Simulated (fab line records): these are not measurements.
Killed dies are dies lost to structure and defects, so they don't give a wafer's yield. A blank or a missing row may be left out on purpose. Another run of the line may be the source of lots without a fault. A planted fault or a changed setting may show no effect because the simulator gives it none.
2 desks, one fault	flow n5 finfet	every desk sees just its own numbers, and what lay behind them comes last

== THE METROLOGY DESK ==
Means of the sampled wafers that have a number, per lot and without regard to the tool the lot ran on: this is what the gauges read. If a lot's mean is further than 4 standard deviations from the usual mean, the lot is out of limits and carries the mark OUT (the distance appears in the brackets).
Columns: A = M9_ILD_THK at N5_BEOL_M9_THK_MEAS_01, usual 269 nm
lot	first seen here	A
L406	day 9 03:36	266
L407	day 9 14:31	267
L411	day 10 08:10	266
L421	day 12 19:53	266
L422	day 13 14:57	271
L423	day 14 06:13	269
L424	day 14 06:59	269
L426	day 14 21:55	269
L428	day 15 03:26	268
L429	day 15 13:13	271
This desk's verdict: no lot among the 10 shows anything out of limits.

== TOOL OWNER'S DESK, litho track-02 ==
The tool's own readings at N5_BEOL_M9_COAT_22 (resist thk 30 nm): means of the sampled wafers that have a number, for each lot that ran on this tool. If a lot's mean is further than 4 standard deviations from the usual mean, the lot is out of limits and carries the mark OUT (the distance appears in the brackets).
Columns: A = spin speed rpm at N5_BEOL_M9_COAT_22, usual 1499.6 rpm
lot	first seen here	A
L406	day 9 07:53	1499.6
L411	day 10 11:46	1499.2
L421	day 12 22:41	1500.1
L422	day 13 20:44	1440.9 (-53) OUT
L423	day 14 07:34	1439.0 (-55) OUT
This desk finds L422, L423 out of limits, L422 being first, at day 13 20:44 (spin speed rpm at N5_BEOL_M9_COAT_22). Within limits: L406, L411, L421.

== BROUGHT TOGETHER ==
On L422, L423, at day 13 20:44, an alarm was possible from the tool owner's desk.
Metrology desk: nothing out of limits seen.
The metrology desk holds a record of L422, L423, inside its limits.
On litho track-02, each named lot ran N5_BEOL_M9_COAT_22.

== WHAT HAD BEEN PUT IN BY THE SIMULATOR ==
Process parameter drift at N5_BEOL_M9_COAT_22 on litho track-02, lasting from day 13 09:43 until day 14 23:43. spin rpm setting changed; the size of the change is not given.
Shown lots that were struck: L422, L423.
How many hours passed from the start of the fault until each desk's first out-of-limits reading: the tool owner's desk, 11.
